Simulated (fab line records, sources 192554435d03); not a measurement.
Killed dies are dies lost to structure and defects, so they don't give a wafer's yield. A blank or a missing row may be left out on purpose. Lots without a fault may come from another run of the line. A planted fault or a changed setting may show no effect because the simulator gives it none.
One fault seen from 2 desks | flow n5_finfet | each desk has only its own numbers; what lay behind them comes last

THE TOOL OWNER'S DESK: ald_sin-02
The tool's own readings at N5_ILD0_ALD_15 (deposits SiNx, target thk 24 nm, pulse time 1 s, ald cycles 480): means of the sampled wafers that have a number, for each lot that ran on this tool. A lot is out of limits, marked OUT, if its mean lies more than 4 standard deviations from the usual mean; the brackets give that distance.
Columns: A = heater_power_w at N5_ILD0_ALD_15, usual 798 W; B = precursor_pulse_height_rel at N5_ILD0_ALD_15, usual 0.999; C = susceptor_temp_C at N5_ILD0_ALD_15, usual 400.00 C
lot  | first seen here | A   | B     | C
L928 | day 5 02:47     | 722 | 1.008 | 400.21
L929 | day 5 09:49     | 725 | 1.004 | 400.00
L930 | day 5 17:25     | 789 | 0.980 | 399.84
L933 | day 6 09:22     | 800 | 0.997 | 400.24
L940 | day 8 06:32     | 718 | 1.003 | 400.19
L941 | day 8 09:09     | 716 | 1.004 | 399.87
This desk's finding: nothing out of limits on any of the 6 lots.

THE METROLOGY DESK
What the gauges read, lot by lot, whatever tool the lot ran on: means of the sampled wafers that have a number. A lot is out of limits, marked OUT, if its mean lies more than 4 standard deviations from the usual mean; the brackets give that distance. Of its 11 readings 7 are shown: those that lie furthest out on some lot.
Columns: A = DIBL_N at N5_BEOL_M4_RC_MEAS_101, usual 35.9 mV/V; B = DIBL_P at N5_BEOL_M4_RC_MEAS_101, usual 36.2 mV/V; C = IOFF_N at N5_BEOL_M4_RC_MEAS_101, usual 0.16 nA/um; D = IOFF_P at N5_BEOL_M4_RC_MEAS_101, usual 0.22 nA/um; E = SS_P at N5_BEOL_M4_RC_MEAS_101, usual 73.2 mV/dec; F = VT_N at N5_BEOL_M4_RC_MEAS_101, usual 250 mV; G = VT_P at N5_BEOL_M4_RC_MEAS_101, usual -250 mV
lot  | first seen here | A    | B    | C    | D    | E    | F   | G
L922 | day 3 19:14     | 35.9 | 36.0 | 0.15 | 0.25 | 72.9 | 252 | -246
L923 | day 3 22:12     | 35.1 | 36.9 | 0.15 | 0.20 | 73.4 | 251 | -250
L928 | day 5 05:50     | 37.3 | 37.9 | 0.16 | 0.21 | 73.7 | 250 | -253
L929 | day 5 12:50     | 35.6 | 34.4 | 0.15 | 0.22 | 73.0 | 250 | -248
L930 | day 5 20:27     | 35.2 | 37.5 | 0.16 | 0.22 | 73.3 | 250 | -249
L931 | day 6 02:55     | 36.4 | 36.8 | 0.16 | 0.25 | 73.1 | 248 | -244
L933 | day 6 12:26     | 36.8 | 35.7 | 0.16 | 0.21 | 73.4 | 250 | -250
L934 | day 7 00:56     | 34.4 | 35.0 | 0.15 | 0.20 | 73.7 | 251 | -249
L940 | day 8 09:35     | 40.0 | 40.7 | 0.23 | 0.32 | 74.3 | 242 | -242
L941 | day 8 12:11     | 37.9 | 38.5 | 0.19 | 0.25 | 73.3 | 247 | -246
This desk's finding: nothing out of limits on any of the 10 lots.

PUT TOGETHER
The tool owner's desk saw nothing out of limits.
The metrology desk saw nothing out of limits.

WHAT THE SIMULATOR HAD PUT IN
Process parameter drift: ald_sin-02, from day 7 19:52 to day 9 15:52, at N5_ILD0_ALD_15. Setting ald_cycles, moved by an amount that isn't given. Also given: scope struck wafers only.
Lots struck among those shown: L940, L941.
